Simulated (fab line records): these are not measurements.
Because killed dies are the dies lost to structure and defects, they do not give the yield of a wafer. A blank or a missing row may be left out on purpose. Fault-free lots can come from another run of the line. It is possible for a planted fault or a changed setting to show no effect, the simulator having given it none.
fab line records + flow n5_finfet
record
- lots=6
- wafers=18
- last_day=19
route steps=1938 shown BEOL_M0_SAQP@634 BEOL_M4@1111
lots untouched by any fault: they come from a run of this same line in which no faults occurred
start_h: hours from the record's opening day to when the first of the lot's shown wafers began + wait_h: time in hours since the lot's previous step + " unchanged from the row above + L1.1+2: one row covering several wafers at once + - value missing, or start not given + * or withheld: withheld + < > ~ a bound
route shown NAME@n: names a module that has steps shown in the file, with the first one's number in the route + usual: mean/standard deviation taken from wafers without a fault + same: alike in all rows + chamber/n: place in a boat + sites: readings site by site + _std_site: standard deviation across them + _edge_site: the outer-site mean with the inner-site mean subtracted + radius_mm: how far each site lies from the wafer's centre + mask NAME#n: copy n + behind: the tool/chamber that last shaped the wafer + hold: the reason the lot was held/the length of the hold in hours/how it ended + device: names the non-switching transistor (n, p or np) + end of line: the tests these same wafers got at the end of their route + a step with no rows: only its recipe + killed: dies that structure and defects cost at the first sort, which is not the same as the wafer's yield + map: per-die view of a wafer (x killed, . not killed, _ where there is no die)
set.NAME: the setting the step ran with; set.NAME@STEP: the setting that earlier step ran with + model.NAME: the simulator's own value behind a step, which no gauge read
certain route steps with their lots: each step a table, each wafer a row
services: from which hour (start_h, from the record's first day; less than 0 if before it) a tool's chamber was out of use, for how many hours, and why
## steps
# step N5_BEOL_M0_SAQP_HM_DEP_02
# recipe
- material=TiN
- target_thk_a=120
- temp_c=25
- chamber_pressure_pa=0.49996
# usual
- throttle_valve_pct=29.8/0.65
| lot.wafer | tool           | chamber | start_h | wait_h | throttle_valve_pct |
|-----------|----------------|---------|---------|--------|--------------------|
| L581.1    | pvd_sputter-02 | -       | 121.22  | 0.6    | 30.2               |
| L581.2    | "              | -       | "       | "      | 29.6               |
| L581.6    | "              | -       | "       | "      | 29.7               |
| L585.3    | pvd_sputter-03 | -       | 141.30  | 1.2    | 29.2               |
| L585.5    | "              | -       | "       | "      | 29.5               |
| L585.6    | "              | -       | "       | "      | 29.7               |
| L589.1    | pvd_sputter-03 | -       | 173.43  | 0.9    | 29.7               |
| L589.2    | "              | -       | "       | "      | 29.3               |
| L589.4    | "              | -       | "       | "      | 30.5               |
| L592.3    | pvd_sputter-01 | -       | 192.80  | 0.2    | 28.3               |
| L592.4    | "              | -       | "       | "      | 29.9               |
| L592.6    | "              | -       | "       | "      | 30.2               |
| L599.3    | pvd_sputter-03 | -       | 225.92  | 0.9    | 30.8               |
| L599.4    | "              | -       | "       | "      | 29.2               |
| L599.5    | "              | -       | "       | "      | 29.7               |
| L601.3    | pvd_sputter-02 | -       | 236.54  | 0.4    | 29.9               |
| L601.5    | "              | -       | "       | "      | 29.8               |
| L601.6    | "              | -       | "       | "      | 29.6               |
# step N5_BEOL_M0_SAQP_PECVD_03
# recipe
- material=SiCN
- target_thk_a=120
- temp_c=withheld
- precursor=3MS/NH3
- pressure_torr=3
- rf_w=202
- time_s=21.1
# usual
- showerhead_plenum_p_Torr=3.656/0.011
- showerhead_vpp_V=892/34
- throttle_valve_pct=9.0/0.53
| lot.wafer | tool     | chamber | start_h | wait_h | showerhead_plenum_p_Torr | showerhead_vpp_V | throttle_valve_pct |
|-----------|----------|---------|---------|--------|--------------------------|------------------|--------------------|
| L581.1    | pecvd-03 | 0       | 121.34  | 0.1    | 3.644                    | 854              | 8.6                |
| L581.2    | "        | 1       | "       | "      | 3.649                    | 943              | 8.7                |
| L581.6    | "        | 0       | "       | "      | 3.659                    | 850              | 8.6                |
| L585.3    | pecvd-03 | 1       | 141.42  | 0.1    | 3.659                    | 940              | 9.0                |
| L585.5    | "        | 0       | "       | "      | 3.653                    | 858              | 8.7                |
| L585.6    | "        | 1       | "       | "      | 3.650                    | 917              | 8.9                |
| L589.1    | pecvd-04 | 2       | 173.55  | 0.1    | 3.647                    | 880              | 9.1                |
| L589.2    | "        | 1       | "       | "      | 3.659                    | 880              | 10.1               |
| L589.4    | "        | 2       | "       | "      | 3.635                    | 895              | 9.0                |
| L592.3    | pecvd-04 | 2       | 192.92  | 0.1    | 3.650                    | 891              | 9.3                |
| L592.4    | "        | 1       | "       | "      | 3.671                    | 880              | 9.9                |
| L592.6    | "        | 2       | "       | "      | 3.645                    | 906              | 9.0                |
| L599.3    | pecvd-04 | 1       | 226.05  | 0.1    | 3.663                    | 873              | 10.2               |
| L599.4    | "        | 0       | "       | "      | 3.672                    | 891              | 9.2                |
| L599.5    | "        | 0       | "       | "      | 3.652                    | 907              | 9.5                |
| L601.3    | pecvd-03 | 2       | 236.66  | 0.1    | 3.666                    | 871              | 8.7                |
| L601.5    | "        | 1       | "       | "      | 3.637                    | 933              | 8.8                |
| L601.6    | "        | 0       | "       | "      | 3.655                    | 861              | 8.8                |
# step N5_BEOL_M0_SAQP_PECVD_96
# recipe
- material=a-Si
- target_thk_a=450
- temp_c=350
- precursor=SiH4/He
- pressure_torr=3
- rf_w=100
- time_s=45.2
# usual
- heater_power_w=667/84
- showerhead_plenum_p_Torr=5.64/0.036
- showerhead_vpp_V=628/24
- throttle_valve_pct=18.0/1
| lot.wafer | tool     | chamber | start_h | wait_h | heater_power_w | showerhead_plenum_p_Torr | showerhead_vpp_V | throttle_valve_pct |
|-----------|----------|---------|---------|--------|----------------|--------------------------|------------------|--------------------|
| L581.1    | pecvd-03 | 0       | 121.37  | 0.0    | 651            | 5.61                     | 604              | 17.2               |
| L581.2    | "        | 1       | "       | "      | 612            | 5.61                     | 656              | 17.4               |
| L581.6    | "        | 0       | "       | "      | 660            | 5.62                     | 598              | 17.5               |
| L585.3    | pecvd-03 | 1       | 141.45  | 0.0    | 558            | 5.58                     | 653              | 17.7               |
| L585.5    | "        | 0       | "       | "      | 686            | 5.61                     | 600              | 17.5               |
| L585.6    | "        | 1       | "       | "      | 547            | 5.62                     | 661              | 17.5               |
| L589.1    | pecvd-04 | 2       | 173.58  | 0.0    | 758            | 5.59                     | 626              | 17.8               |
| L589.2    | "        | 1       | "       | "      | 653            | 5.63                     | 624              | 20.3               |
| L589.4    | "        | 2       | "       | "      | 758            | 5.59                     | 621              | 17.9               |
| L592.3    | pecvd-04 | 2       | 192.95  | 0.0    | 804            | 5.59                     | 625              | 18.2               |
| L592.4    | "        | 1       | "       | "      | 579            | 5.64                     | 625              | 20.4               |
| L592.6    | "        | 2       | "       | "      | 787            | 5.60                     | 623              | 18.2               |
| L599.3    | pecvd-04 | 1       | 226.11  | 0.0    | 639            | 5.64                     | 627              | 20.4               |
| L599.4    | "        | 0       | "       | "      | 591            | 5.66                     | 632              | 18.5               |
| L599.5    | "        | 0       | "       | "      | 606            | 5.65                     | 641              | 18.5               |
| L601.3    | pecvd-03 | 2       | 236.69  | 0.0    | 735            | 5.66                     | 591              | 17.3               |
| L601.5    | "        | 1       | "       | "      | 571            | 5.59                     | 650              | 17.5               |
| L601.6    | "        | 0       | "       | "      | 634            | 5.61                     | 607              | 17.5               |
# step N5_BEOL_M0_SAQP_PECVD_97
# recipe
- material=SiNx
- target_thk_a=230
- temp_c=350
- precursor=SiH4/NH3/N2
- pressure_torr=1.5
- rf_w=300
- time_s=19.9
# usual
- heater_power_w=595/80
- showerhead_plenum_p_Torr=5.10/0.051
- showerhead_vpp_V=1088/40
- throttle_valve_pct=39.6/2.2
| lot.wafer | tool     | chamber | start_h | wait_h | heater_power_w | showerhead_plenum_p_Torr | showerhead_vpp_V | throttle_valve_pct |
|-----------|----------|---------|---------|--------|----------------|--------------------------|------------------|--------------------|
| L581.1    | pecvd-03 | 0       | 121.42  | 0.0    | 619            | 5.06                     | 1052             | 38.5               |
| L581.2    | "        | 1       | "       | "      | 466            | 5.04                     | 1114             | 38.2               |
| L581.6    | "        | 0       | "       | "      | 588            | 5.07                     | 1043             | 38.1               |
| L585.3    | pecvd-03 | 1       | 141.49  | 0.0    | 544            | 5.05                     | 1128             | 38.5               |
| L585.5    | "        | 0       | "       | "      | 614            | 5.08                     | 1047             | 38.5               |
| L585.6    | "        | 1       | "       | "      | 539            | 5.06                     | 1141             | 38.6               |
| L589.1    | pecvd-04 | 2       | 173.63  | 0.0    | 670            | 5.03                     | 1094             | 39.7               |
| L589.2    | "        | 1       | "       | "      | 528            | 5.10                     | 1077             | 44.6               |
| L589.4    | "        | 2       | "       | "      | 686            | 5.03                     | 1095             | 39.4               |
| L592.3    | pecvd-04 | 2       | 192.99  | 0.0    | 700            | 5.01                     | 1086             | 39.3               |
| L592.4    | "        | 1       | "       | "      | 485            | 5.10                     | 1071             | 44.7               |
| L592.6    | "        | 2       | "       | "      | 659            | 5.04                     | 1088             | 39.6               |
| L599.3    | pecvd-04 | 1       | 226.17  | 0.0    | 499            | 5.11                     | 1067             | 44.9               |
| L599.4    | "        | 0       | "       | "      | 549            | 5.12                     | 1088             | 40.5               |
| L599.5    | "        | 0       | "       | "      | 552            | 5.13                     | 1114             | 40.6               |
| L601.3    | pecvd-03 | 2       | 236.74  | 0.0    | 721            | 5.13                     | 1059             | 38.1               |
| L601.5    | "        | 1       | "       | "      | 557            | 5.07                     | 1107             | 38.2               |
| L601.6    | "        | 0       | "       | "      | 625            | 5.07                     | 1048             | 38.7               |
# step N5_BEOL_M0_SAQP_PECVD_04
# recipe
- material=a-Si
- target_thk_a=600
- temp_c=350
- precursor=SiH4/He
- pressure_torr=3
- rf_w=100
- time_s=60.2
# usual
- heater_power_w=665/81
- showerhead_plenum_p_Torr=5.63/0.036
- showerhead_vpp_V=629/24
- throttle_valve_pct=18.0/1
| lot.wafer | tool     | chamber | start_h | wait_h | heater_power_w | showerhead_plenum_p_Torr | showerhead_vpp_V | throttle_valve_pct |
|-----------|----------|---------|---------|--------|----------------|--------------------------|------------------|--------------------|
| L581.1    | pecvd-03 | 0       | 121.45  | 0.0    | 671            | 5.62                     | 614              | 17.5               |
| L581.2    | "        | 1       | "       | "      | 616            | 5.61                     | 648              | 17.2               |
| L581.6    | "        | 0       | "       | "      | 683            | 5.61                     | 607              | 17.2               |
| L585.3    | pecvd-03 | 1       | 141.53  | 0.0    | 637            | 5.60                     | 649              | 17.7               |
| L585.5    | "        | 0       | "       | "      | 682            | 5.63                     | 598              | 17.4               |
| L585.6    | "        | 1       | "       | "      | 651            | 5.62                     | 655              | 17.4               |
| L589.1    | pecvd-04 | 2       | 173.67  | 0.0    | 755            | 5.58                     | 635              | 18.0               |
| L589.2    | "        | 1       | "       | "      | 605            | 5.65                     | 619              | 20.5               |
| L589.4    | "        | 2       | "       | "      | 784            | 5.59                     | 622              | 18.1               |
| L592.3    | pecvd-04 | 2       | 193.03  | 0.0    | 833            | 5.57                     | 630              | 18.1               |
| L592.4    | "        | 1       | "       | "      | 637            | 5.63                     | 621              | 20.3               |
| L592.6    | "        | 2       | "       | "      | 843            | 5.60                     | 633              | 18.1               |
| L599.3    | pecvd-04 | 1       | 226.24  | 0.1    | 604            | 5.64                     | 623              | 20.2               |
| L599.4    | "        | 0       | "       | "      | 589            | 5.65                     | 633              | 18.4               |
| L599.5    | "        | 0       | "       | "      | 610            | 5.65                     | 631              | 18.3               |
| L601.3    | pecvd-03 | 2       | 236.77  | 0.0    | 766            | 5.65                     | 611              | 17.0               |
| L601.5    | "        | 1       | "       | "      | 577            | 5.61                     | 655              | 17.2               |
| L601.6    | "        | 0       | "       | "      | 638            | 5.61                     | 597              | 17.9               |
# step N5_BEOL_M0_SAQP_THK_MEAS_05
# usual
- thk_nm=59.7/0.8
| lot.wafer | tool          | chamber | start_h | wait_h | thk_nm |
|-----------|---------------|---------|---------|--------|--------|
| L581.1    | film_metro-01 | -       | 121.55  | 0.1    | 57.9   |
| L581.2    | "             | -       | "       | "      | 59.5   |
| L581.6    | "             | -       | "       | "      | 59.6   |
| L585.3    | film_metro-01 | -       | 141.63  | 0.1    | 59.0   |
| L585.5    | "             | -       | "       | "      | 58.3   |
| L585.6    | "             | -       | "       | "      | 60.1   |
| L589.1    | film_metro-01 | -       | 173.76  | 0.1    | 59.2   |
| L589.2    | "             | -       | "       | "      | 58.5   |
| L589.4    | "             | -       | "       | "      | 59.8   |
| L592.3    | film_metro-01 | -       | 193.13  | 0.1    | 58.5   |
| L592.4    | "             | -       | "       | "      | 59.4   |
| L592.6    | "             | -       | "       | "      | 60.2   |
| L599.3    | film_metro-02 | -       | 226.34  | 0.1    | 60.4   |
| L599.4    | "             | -       | "       | "      | 60.8   |
| L599.5    | "             | -       | "       | "      | 60.7   |
| L601.3    | film_metro-01 | -       | 236.87  | 0.1    | 60.2   |
| L601.5    | "             | -       | "       | "      | 60.7   |
| L601.6    | "             | -       | "       | "      | 59.1   |
# step N5_BEOL_M0_SAQP_HM_DEP_111
# recipe
- material=SiO2
- target_thk_a=120
- temp_c=400
- precursor=SiH4/N2O
- pressure_torr=0.75
- rf_w=275
- time_s=7.2
# step N5_BEOL_M0_SAQP_COAT_81
# recipe
- resist=SOC
- temp_c=250
- time_s=60
- spin_rpm=1500
- resist_thk_nm=100
# step N5_BEOL_M0_SAQP_COAT_82
# recipe
- resist=SiARC
- temp_c=220
- time_s=60
- spin_rpm=1500
- resist_thk_nm=30
# step N5_BEOL_M0_SAQP_COAT_08
# recipe
- resist=CAR-ArF
- spin_rpm=1500
- resist_thk_nm=90
# step N5_BEOL_M0_SAQP_EBR_10
# recipe
- solvent=PGMEA
- ebr_width_mm=1.5
# step N5_BEOL_M0_SAQP_SOFTBAKE_09
# recipe
- temp_c=110
- time_s=60
- resist=CAR-ArF
# step N5_BEOL_M0_SAQP_EXPOSE_11
# recipe
- mask_id=M0_CORE
- na=1.35
- source_shape=dipole
- sigma_inner=0.538
- sigma_outer=0.738
- polarization=te
- target_cd_nm=42
- dose_mj=55
# usual
- exposure_dose_mJ_cm2=54.97/0.058
- reticle_temp_C=22.99/0.11
| lot.wafer | tool            | chamber | start_h | wait_h | mask      | exposure_dose_mJ_cm2 | reticle_temp_C |
|-----------|-----------------|---------|---------|--------|-----------|----------------------|----------------|
| L581.1    | arfi_scanner-02 | 0       | 121.91  | -      | M0_CORE#0 | 55.00                | 22.80          |
| L581.2    | "               | 0       | "       | "      | M0_CORE#0 | 55.01                | 22.89          |
| L581.6    | "               | 0       | "       | "      | M0_CORE#0 | 54.99                | 22.92          |
| L585.3    | arfi_scanner-01 | 0       | 142.00  | -      | M0_CORE#0 | 54.95                | 23.06          |
| L585.5    | "               | 0       | "       | "      | M0_CORE#0 | 54.95                | 22.97          |
| L585.6    | "               | 0       | "       | "      | M0_CORE#0 | 54.87                | 23.13          |
| L589.1    | arfi_scanner-02 | 0       | 174.14  | -      | M0_CORE#0 | 53.22                | 22.90          |
| L589.2    | "               | 0       | "       | "      | M0_CORE#0 | 53.39                | 22.80          |
| L589.4    | "               | 0       | "       | "      | M0_CORE#0 | 53.20                | 22.81          |
| L592.3    | arfi_scanner-02 | 0       | 193.50  | -      | M0_CORE#0 | 53.49                | 22.74          |
| L592.4    | "               | 0       | "       | "      | M0_CORE#0 | 53.57                | 23.02          |
| L592.6    | "               | 0       | "       | "      | M0_CORE#0 | 53.48                | 23.09          |
| L599.3    | arfi_scanner-03 | 0       | 226.73  | -      | M0_CORE#0 | 54.86                | 22.87          |
| L599.4    | "               | 0       | "       | "      | M0_CORE#0 | 54.98                | 22.86          |
| L599.5    | "               | 0       | "       | "      | M0_CORE#0 | 54.92                | 22.73          |
| L601.3    | arfi_scanner-03 | 0       | 237.34  | -      | M0_CORE#0 | 54.98                | 23.03          |
| L601.5    | "               | 0       | "       | "      | M0_CORE#0 | 54.97                | 22.84          |
| L601.6    | "               | 0       | "       | "      | M0_CORE#0 | 54.97                | 23.03          |
# step N5_BEOL_M0_SAQP_PEB_12
# recipe
- peb_temp_c=withheld
- peb_time_s=60
- resist=CAR-ArF
# step N5_BEOL_M0_SAQP_DEVELOP_13
# recipe
- develop_time_s=30
- developer=TMAH
- resist=CAR-ArF
- dev_temp_c=23
- rinse_liquid=diw
- dry=air_spin
# step N5_BEOL_M0_SAQP_CD_MEAS_14
# recipe
- target_cd_nm=42.5
- landing_energy_ev=500
- detector=se_inlens
# usual
- cd_nm=42.5/0.35
| lot.wafer | tool      | chamber | start_h | wait_h | cd_nm |
|-----------|-----------|---------|---------|--------|-------|
| L581.1    | cd_sem-01 | 0       | 122.03  | -      | 42.2  |
| L581.2    | "         | 0       | "       | "      | 42.3  |
| L581.6    | "         | 0       | "       | "      | 42.2  |
| L585.3    | cd_sem-02 | 0       | 142.11  | -      | 42.7  |
| L585.5    | "         | 0       | "       | "      | 43.2  |
| L585.6    | "         | 0       | "       | "      | 42.5  |
| L589.1    | cd_sem-01 | 0       | 174.27  | -      | 43.8  |
| L589.2    | "         | 0       | "       | "      | 43.8  |
| L589.4    | "         | 0       | "       | "      | 44.2  |
| L592.3    | cd_sem-03 | 0       | 193.61  | -      | 43.8  |
| L592.4    | "         | 0       | "       | "      | 43.5  |
| L592.6    | "         | 0       | "       | "      | 43.1  |
| L599.3    | cd_sem-02 | 0       | 226.85  | -      | 43.0  |
| L599.4    | "         | 0       | "       | "      | 42.3  |
| L599.5    | "         | 0       | "       | "      | 42.2  |
| L601.3    | cd_sem-01 | 0       | 237.45  | -      | 42.5  |
| L601.5    | "         | 0       | "       | "      | 42.5  |
| L601.6    | "         | 0       | "       | "      | 42.7  |
# step N5_BEOL_M0_SAQP_OVL_MEAS_15
# recipe
- points_per_wafer=44
# usual
- M0_CORE_OVL=-0.2/0.77
| lot.wafer | tool       | chamber | start_h | wait_h | M0_CORE_OVL[nm] |
|-----------|------------|---------|---------|--------|-----------------|
| L581.1    | overlay-01 | 0       | 122.06  | 0.0    | -0.4            |
| L581.2    | "          | 0       | "       | "      | -0.8            |
| L581.6    | "          | 0       | "       | "      | -0.5            |
| L585.3    | overlay-02 | 0       | 142.14  | 0.0    | 1.1             |
| L585.5    | "          | 0       | "       | "      | 0.4             |
| L585.6    | "          | 0       | "       | "      | -0.1            |
| L589.1    | overlay-01 | 0       | 174.30  | 0.0    | 0.2             |
| L589.2    | "          | 0       | "       | "      | -0.1            |
| L589.4    | "          | 0       | "       | "      | -0.7            |
| L592.3    | overlay-01 | 0       | 193.64  | 0.0    | 0.0             |
| L592.4    | "          | 0       | "       | "      | 0.0             |
| L592.6    | "          | 0       | "       | "      | 0.5             |
| L599.3    | overlay-01 | 0       | 226.88  | 0.0    | -0.3            |
| L599.4    | "          | 0       | "       | "      | -0.8            |
| L599.5    | "          | 0       | "       | "      | 0.1             |
| L601.3    | overlay-01 | 0       | 237.48  | 0.0    | -0.8            |
| L601.5    | "          | 0       | "       | "      | -1.9            |
| L601.6    | "          | 0       | "       | "      | -1.3            |
# step N5_BEOL_M4_RC_MEAS_101
# usual
- DIBL_N=36.0/1.9
- DIBL_P=35.6/2.2
- IOFF_N=0.15/0.031
- IOFF_P=0.19/0.032
- ION_N=668/11
- ION_P=455/7.2
- SS_N=71.5/0.65
- SS_P=73.4/0.64
- VT_N=251/3.6
- VT_P=-253/3.3
| lot.wafer | tool      | chamber | start_h | wait_h | DIBL_N[mV/V] | DIBL_P[mV/V] | IOFF_N[nA/um] | IOFF_P[nA/um] | ION_N[uA/um] | ION_P[uA/um] | SS_N[mV/dec] | SS_P[mV/dec] | VT_N[mV] | VT_P[mV] |
|-----------|-----------|---------|---------|--------|--------------|--------------|---------------|---------------|--------------|--------------|--------------|--------------|----------|----------|
| L581.1    | prober-01 | 0       | 198.55  | 0.0    | 34.5         | 33.8         | 0.14          | 0.16          | 666          | 446          | 71.2         | 72.6         | 252      | -254     |
| L581.2    | "         | 0       | "       | "      | 35.0         | 33.8         | 0.13          | 0.16          | 672          | 453          | 71.2         | 71.9         | 254      | -255     |
| L581.6    | "         | 0       | "       | "      | 32.4         | 31.5         | 0.11          | 0.14          | 663          | 453          | 70.5         | 71.7         | 253      | -257     |
| L585.3    | prober-01 | 0       | 241.53  | 0.3    | 37.3         | 38.6         | 0.19          | 0.22          | 679          | 465          | 72.7         | 73.5         | 245      | -250     |
| L585.5    | "         | 0       | "       | "      | 36.6         | 38.7         | 0.17          | 0.22          | 670          | 462          | 71.8         | 73.1         | 251      | -251     |
| L585.6    | "         | 0       | "       | "      | 39.4         | 41.2         | 0.22          | 0.26          | 690          | 468          | 72.8         | 74.9         | 245      | -248     |
| L589.1    | prober-01 | 0       | 288.16  | 0.0    | 35.0         | 34.0         | 0.14          | 0.17          | 665          | 455          | 71.5         | 73.4         | 251      | -252     |
| L589.2    | "         | 0       | "       | "      | 35.0         | 35.2         | 0.14          | 0.19          | 667          | 461          | 70.5         | 73.4         | 249      | -249     |
| L589.4    | "         | 0       | "       | "      | 35.8         | 35.6         | 0.16          | 0.20          | 677          | 457          | 69.9         | 73.8         | 247      | -251     |
| L592.3    | prober-02 | 0       | 304.51  | 0.3    | 36.6         | 37.1         | 0.17          | 0.19          | 672          | 455          | 71.6         | 73.1         | 247      | -253     |
| L592.4    | "         | 0       | "       | "      | 36.5         | 37.5         | 0.16          | 0.20          | 669          | 453          | 71.7         | 73.2         | 250      | -252     |
| L592.6    | "         | 0       | "       | "      | 35.4         | 35.7         | 0.14          | 0.17          | 660          | 449          | 71.6         | 73.2         | 256      | -255     |
| L599.3    | prober-02 | 0       | 322.74  | 0.3    | 36.7         | 36.8         | 0.16          | 0.21          | 679          | 462          | 71.7         | 74.5         | 253      | -251     |
| L599.4    | "         | 0       | "       | "      | 34.6         | 34.9         | 0.14          | 0.19          | 672          | 459          | 71.3         | 73.6         | 250      | -251     |
| L599.5    | "         | 0       | "       | "      | 35.8         | 36.5         | 0.16          | 0.21          | 668          | 459          | 72.2         | 73.2         | 254      | -250     |
| L601.3    | prober-02 | 0       | 334.02  | 0.3    | 31.3         | 31.4         | 0.09          | 0.12          | 643          | 437          | 70.9         | 73.3         | 258      | -261     |
| L601.5    | "         | 0       | "       | "      | 30.9         | 31.4         | 0.09          | 0.12          | 644          | 437          | 71.8         | 72.3         | 260      | -263     |
| L601.6    | "         | 0       | "       | "      | 33.4         | 34.2         | 0.12          | 0.14          | 659          | 441          | 71.5         | 73.0         | 257      | -262     |
## services
| tool            | chamber | start_h | hours | kind           |
|-----------------|---------|---------|-------|----------------|
| arfi_scanner-02 | -       | 100.12  | 0.8   | pm             |
| arfi_scanner-01 | -       | 100.16  | 1.3   | pm             |
| pecvd-04        | 1       | 103.45  | 2.1   | scheduled_down |
| arfi_scanner-03 | -       | 107.10  | 1.0   | pm             |
| arfi_scanner-02 | -       | 108.43  | 1.0   | pm             |
| pecvd-03        | -       | 125.98  | 0.6   | repair         |
| arfi_scanner-01 | -       | 126.72  | 1.0   | pm             |
| arfi_scanner-03 | -       | 131.95  | 1.3   | pm             |
| pvd_sputter-01  | -       | 133.60  | 1.9   | repair         |
| arfi_scanner-03 | -       | 135.50  | 0.8   | pm             |
| pvd_sputter-01  | -       | 143.27  | 4.6   | repair         |
| arfi_scanner-03 | -       | 143.98  | 1.3   | repair         |
| pecvd-03        | 0       | 144.63  | 19.6  | repair         |
| arfi_scanner-02 | -       | 147.48  | 1.6   | repair         |
| arfi_scanner-02 | -       | 173.25  | 0.6   | repair         |
| arfi_scanner-01 | -       | 180.01  | 0.8   | pm             |
| arfi_scanner-01 | -       | 183.38  | 6.0   | pm             |
| arfi_scanner-02 | -       | 208.87  | 1.0   | pm             |
| arfi_scanner-03 | -       | 208.96  | 1.0   | pm             |
| arfi_scanner-02 | -       | 212.55  | 1.3   | pm             |
| arfi_scanner-01 | -       | 225.66  | 1.3   | pm             |
| arfi_scanner-03 | -       | 230.30  | 1.0   | pm             |
| arfi_scanner-02 | -       | 231.36  | 1.6   | repair         |
| arfi_scanner-01 | -       | 233.40  | 0.4   | repair         |
## key
first_sign
- step=N5_BEOL_M0_SAQP_EXPOSE_11
- reading=exposure_dose_mJ_cm2
- direction=down
- sigmas=27
- usual=54.97
- struck=53.39
effect
- step=N5_BEOL_M0_SAQP_CD_MEAS_14
- reading=cd_nm
- direction=up
- sigmas=3.3
- usual=42.5
- struck=43.7
- through=control_loop
met_at N5_BEOL_M0_SAQP_EXPOSE_11
struck_wafers L589.1,L589.2,L589.4,L592.3,L592.4,L592.6
loop_trim
- step=N5_BEOL_M0_SAQP_EXPOSE_11
- setting=dose
- lots=L592
onset_between 121.91 174.14
fault
- kind=process_parameter_drift
- tool=arfi_scanner-02
- chamber=-
- onset_h=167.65
- steps=N5_BEOL_M0_SAQP_EXPOSE_11
- channel=dose_mj
- offset=-1.7919
- shape=step
- acts_in=these_recipes_only
- stated=55
# loop_trim: a control loop set the setting to another value than it would have without faults
